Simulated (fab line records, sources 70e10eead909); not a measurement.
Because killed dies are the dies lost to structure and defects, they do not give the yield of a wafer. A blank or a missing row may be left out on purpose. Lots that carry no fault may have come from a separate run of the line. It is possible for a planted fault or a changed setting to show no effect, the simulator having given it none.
fab line records	flow nandHarc
record lots=5	wafers=15	lastDay=33
route steps=1302 shown P_ZERO_WELL@44 END@1302
lots that met no fault: from a run of the same line without faults
startH: start of the lot's first displayed wafer, in hours after the record's first day	waitH: hours from the lot's prior step to this one	" same as the row above	L1.1+2: a row that stands for several wafers	- value missing, or start not given	* or withheld: withheld	< > ~ a bound
route shown NAME@n: a module of which the file shows steps, and the number in the route of the first	usual: the fault-free wafers' mean and standard deviation	same: alike in all rows	chamber/n: place in a boat	sites: per-site readings	_std_site: their standard deviation	_edge_site: outer sites' mean less inner sites'	radiusMm: how far each site lies from the wafer's centre	mask NAME#n: copy n	behind: tool/chamber where the wafer was last shaped	hold: reason for holding the lot/hours on hold/outcome of the hold	device: names the non-switching transistor (n, p or np)	end of line: tests run on the same wafers once the route is complete	step lacking rows: just its recipe	killed: dies lost to structure and defects at the first sort, not the wafer's yield	map: the dies of a wafer, with x for killed, . for not killed, _ for no die there
set.NAME: the setting the step ran with; set.NAME@STEP: the setting that earlier step ran with	model.NAME: the simulator's own value behind a step, which no gauge read
certain route steps with their lots: each step a table, each wafer a row
services: a tool's chamber out of use, with start hour (startH, from the record's first day; less than 0 if before it), hours out, and reason
## steps
# step NHARC_P_ZERO_WELL_CD_MEAS_37
# recipe targetCdNm=720	landingEnergyEv=500
# usual cdNm=718.9/2.6
lot.wafer	tool	chamber	startH	waitH	cdNm
L936.1	cdSem-01	0	104.17	-	717.7
L936.4	"	0	"	"	718.1
L936.6	"	0	"	"	716.5
L939.1	cdSem-02	0	134.09	-	715.4
L939.3	"	0	"	"	715.7
L939.4	"	0	"	"	717.8
L942.1	cdSem-01	0	164.26	-	713.8
L942.4	"	0	"	"	718.2
L942.5	"	0	"	"	719.1
L949.3	cdSem-01	0	234.52	-	715.1
L949.5	"	0	"	"	716.3
L949.6	"	0	"	"	718.2
L950.1	cdSem-02	0	244.27	-	722.9
L950.3	"	0	"	"	723.5
L950.5	"	0	"	"	726.1
# step NHARC_P_ZERO_WELL_HARDBAKE_38
# recipe tempC=125	timeS=80
# step NHARC_P_ZERO_WELL_DESCUM_39
# recipe timeS=3	o2FlowSccm=200	arFlowSccm=0	biasPowerW=0	chemistry=O2
# usual drypumpMotorCurrentA=5.8/0.4	oesProductAu=1.004/0.012	rfVppV=57.8/0.89	showerheadPlenumPTorr=1.90/0.099	throttleValvePct=11.311/0.0088
lot.wafer	tool	chamber	startH	waitH	drypumpMotorCurrentA	oesProductAu	rfHoursCounterH	rfVppV	showerheadPlenumPTorr	throttleValvePct
L936.4	rieDiel-02	3	104.33	-	5.5	1.010	11	56.6	1.78	11.312
L936.1	"	0	"	"	6.1	0.985	18	57.9	1.89	11.313
L936.6	"	3	"	"	5.5	0.995	-	57.1	1.78	11.316
L939.3	rieDiel-01	0	134.26	-	4.7	1.010	38	58.3	1.94	11.312
L939.4	"	1	"	"	6.1	0.996	31	56.1	1.91	11.312
L939.1	"	3	"	"	5.6	0.985	27	59.1	2.07	11.301
L942.1	rieDiel-10	2	164.42	-	5.4	1.000	34	57.7	1.79	11.310
L942.4	"	1	"	"	5.7	1.020	29	58.2	1.95	11.310
L942.5	"	3	"	"	5.9	1.005	-	58.1	2.00	11.312
L949.3	rieDiel-02	1	234.71	-	6.2	1.003	1	57.2	1.94	11.298
L949.5	"	2	"	"	6.1	1.021	-	57.7	1.82	11.322
L949.6	"	3	"	"	5.5	1.008	-	58.7	2.08	11.318
L950.3	rieDiel-02	3	244.57	-	5.5	1.001	5	59.8	2.07	11.306
L950.1	"	0	"	"	6.1	0.990	4	57.5	1.88	11.305
L950.5	"	2	"	"	6.1	1.009	-	57.7	1.82	11.314
# step NHARC_P_ZERO_WELL_IMPLANT_40
# recipe energyKev=300	doseCm2=1e+13	tiltDeg=7
# step NHARC_P_ZERO_WELL_IMPLANT_59
# recipe energyKev=120	doseCm2=5e+12	tiltDeg=7
# step NHARC_P_ZERO_WELL_IMPLANT_60
# recipe energyKev=30	doseCm2=2e+12	tiltDeg=7
# step NHARC_P_ZERO_WELL_STRIP_41
# recipe timeS=840	tempC=130	chemistry=SPM
# step NHARC_P_ZERO_WELL_DEHYDRATE_44
# recipe tempC=150	timeS=120
# step NHARC_P_ZERO_WELL_HMDS_45
# recipe timeS=30
# step NHARC_P_ZERO_WELL_COAT_46
# recipe spinRpm=withheld
# step NHARC_P_ZERO_WELL_SOFTBAKE_47
# recipe tempC=122	timeS=95
# step NHARC_P_ZERO_WELL_EBR_48
# step NHARC_P_ZERO_WELL_EXPOSE_49
# recipe na=0.6	targetCdNm=2000	doseMj=22.64	maskId=P_HVPW
# same na=0.6
lot.wafer	tool	chamber	startH	waitH	mask
L936.1+4+6	krfScanner-02	0	105.65	-	P_HVPW#0
L939.1+3+4	krfScanner-03	0	135.45	-	P_HVPW_R1#0
L942.1+4+5	krfScanner-03	0	165.74	-	P_HVPW#0
L949.3+5+6	krfScanner-04	0	236.01	-	P_HVPW#0
L950.1+3+5	krfScanner-04	0	245.75	-	P_HVPW#0
# step NHARC_P_ZERO_WELL_PEB_50
# recipe pebTempC=118	pebTimeS=85
# step NHARC_P_ZERO_WELL_DEVELOP_51
# recipe timeS=70
# step NHARC_P_ZERO_WELL_CD_MEAS_52
# recipe targetCdNm=2000	landingEnergyEv=500
# usual cdNm=1999.6/2.1
lot.wafer	tool	chamber	startH	waitH	cdNm
L936.1	cdSem-02	0	105.81	-	1999.7
L936.4	"	0	"	"	1999.1
L936.6	"	0	"	"	1998.3
L939.1	cdSem-01	0	135.61	-	1860.0
L939.3	"	0	"	"	1859.6
L939.4	"	0	"	"	1862.2
L942.1	cdSem-01	0	165.90	-	2000.0
L942.4	"	0	"	"	1999.6
L942.5	"	0	"	"	2000.7
L949.3	cdSem-01	0	236.15	-	2001.0
L949.5	"	0	"	"	2003.8
L949.6	"	0	"	"	2000.0
L950.1	cdSem-02	0	245.91	-	1998.3
L950.3	"	0	"	"	1997.2
L950.5	"	0	"	"	1995.1
# step NHARC_P_ZERO_WELL_HARDBAKE_53
# recipe tempC=125	timeS=80
# step NHARC_P_ZERO_WELL_DESCUM_54
# recipe timeS=3	o2FlowSccm=200	arFlowSccm=0	biasPowerW=0	chemistry=O2
# usual drypumpMotorCurrentA=5.7/0.4	oesProductAu=1.004/0.013	rfVppV=57.9/0.92	showerheadPlenumPTorr=1.91/0.1	throttleValvePct=11.311/0.0091
lot.wafer	tool	chamber	startH	waitH	drypumpMotorCurrentA	oesProductAu	rfHoursCounterH	rfVppV	showerheadPlenumPTorr	throttleValvePct	model.P_ZERO_WELL.cdNm
L936.1	rieDiel-02	0	106.00	-	6.1	0.992	18	57.5	1.89	11.294	2000
L936.4	"	1	"	"	6.2	0.996	24	57.6	1.95	11.311	1999
L936.6	"	3	"	"	5.5	1.013	-	56.5	1.78	11.285	2000
L939.1	rieDiel-01	0	135.78	-	4.7	1.001	39	57.5	1.94	11.308	1859
L939.3	"	1	"	"	6.1	1.017	32	56.2	1.91	11.311	1860
L939.4	"	2	"	"	5.8	0.979	31	56.8	1.77	11.321	1861
L942.4	rieDiel-02	0	166.06	-	6.1	1.002	42	57.5	1.88	11.307	2001
L942.1	"	1	"	"	6.2	1.007	44	56.7	1.94	11.304	2000
L942.5	"	0	"	"	6.1	0.995	-	58.0	1.88	11.315	2002
L949.3	rieDiel-01	2	236.31	-	5.9	0.992	8	57.9	2.07	11.322	2001
L949.6	"	2	"	"	5.9	0.976	-	57.5	2.07	11.308	2000
L949.5	"	3	"	"	5.7	1.008	-	58.5	2.06	11.312	2004
L950.3	rieDiel-02	1	246.10	-	6.2	1.000	6	55.5	1.93	11.320	1997
L950.1	"	2	"	"	6.1	1.013	6	57.7	1.82	11.305	1999
L950.5	"	0	"	"	6.1	0.997	-	58.2	1.88	11.305	1995
# step NHARC_P_ZERO_WELL_IMPLANT_55
# recipe energyKev=180	doseCm2=8e+11	tiltDeg=7
# step NHARC_END_SORT_01
# recipe tempC=25
# usual killedAtArray=58/22	killedAtOther=1.0/1.3	killedAtPeriphery=5/3.4	killedDies=64/22	killedOpen=3.6/1.8	killedShort=2.4/1.7
# same grossDies=677
lot.wafer	tool	chamber	startH	waitH	killedAtArray	killedAtOther	killedAtPeriphery	killedDies	killedOpen	killedShort
L939.3	prober-01	0	668.50	3.1	38	0	7	45	5	4
# killed by level:class
L939.3 A_CHANNEL_HOLE_D2:chamberFilmFlake=18 A_SLIT:chamberFilmFlake=4 A_CONTACT:chamberFilmFlake=4 A_CHANNEL_HOLE_D1:chamberFilmFlake=3 P_CONTACT:geometricParticle:open=2 P_GATE:chamberFilmFlake=2 A_STAIRCASE:chamberFilmFlake=2 P_STI:geometricParticle:short=1
## services
tool	chamber	startH	hours	kind
krfScanner-03	-	82.59	2.0	repair
krfScanner-02	-	94.00	4.0	pm
rieDiel-02	0	97.73	-	clean
rieDiel-02	1	97.73	-	clean
rieDiel-02	2	97.73	-	clean
rieDiel-02	3	97.73	-	clean
rieDiel-01	1	98.51	6.8	repair
rieDiel-02	0	123.39	-	clean
rieDiel-02	1	123.39	-	clean
rieDiel-02	2	123.39	-	clean
rieDiel-02	3	123.39	-	clean
krfScanner-04	-	147.65	2.0	repair
rieDiel-02	0	147.89	-	clean
rieDiel-01	3	163.66	8.1	repair
krfScanner-04	-	182.00	4.0	pm
krfScanner-02	-	185.57	1.2	repair
krfScanner-04	-	199.06	1.9	repair
rieDiel-01	-	203.96	9.0	pm
rieDiel-02	1	214.91	6.9	repair
rieDiel-02	-	216.71	9.0	pm
rieDiel-10	3	222.64	34.8	repair
krfScanner-03	-	224.00	4.0	pm
krfScanner-04	-	239.83	1.5	repair
rieDiel-10	-	245.94	9.0	pm
## key
firstSign step=NHARC_P_ZERO_WELL_EXPOSE_49	reading=mask	direction=changed
effect step=NHARC_P_ZERO_WELL_CD_MEAS_52	reading=cdNm	direction=down	sigmas=66	usual=1999.6	struck=1860.6
modelEffect step=NHARC_P_ZERO_WELL_DESCUM_54	value=P_ZERO_WELL.cdNm	without=1996	struck=1860
metAt NHARC_P_ZERO_WELL_EXPOSE_49
struckWafers L939.1,L939.3,L939.4
testerLeftOut L939
fault kind=wrongMask	tool=any	chamber=-	onsetH=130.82	steps=NHARC_P_ZERO_WELL_EXPOSE_49	auxCopy=P_HVPW_R1#0	cdOffsetNm=-135.73	scope=struckLotsOnly
# testerLeftOut: of these lots the tester's yield and bins aren't shown, on N5 and GAA mostly nor the transistor test; their killed dies are dies lost to structure and defects alone, not to doping, threshold or leakage, so they don't give the yield
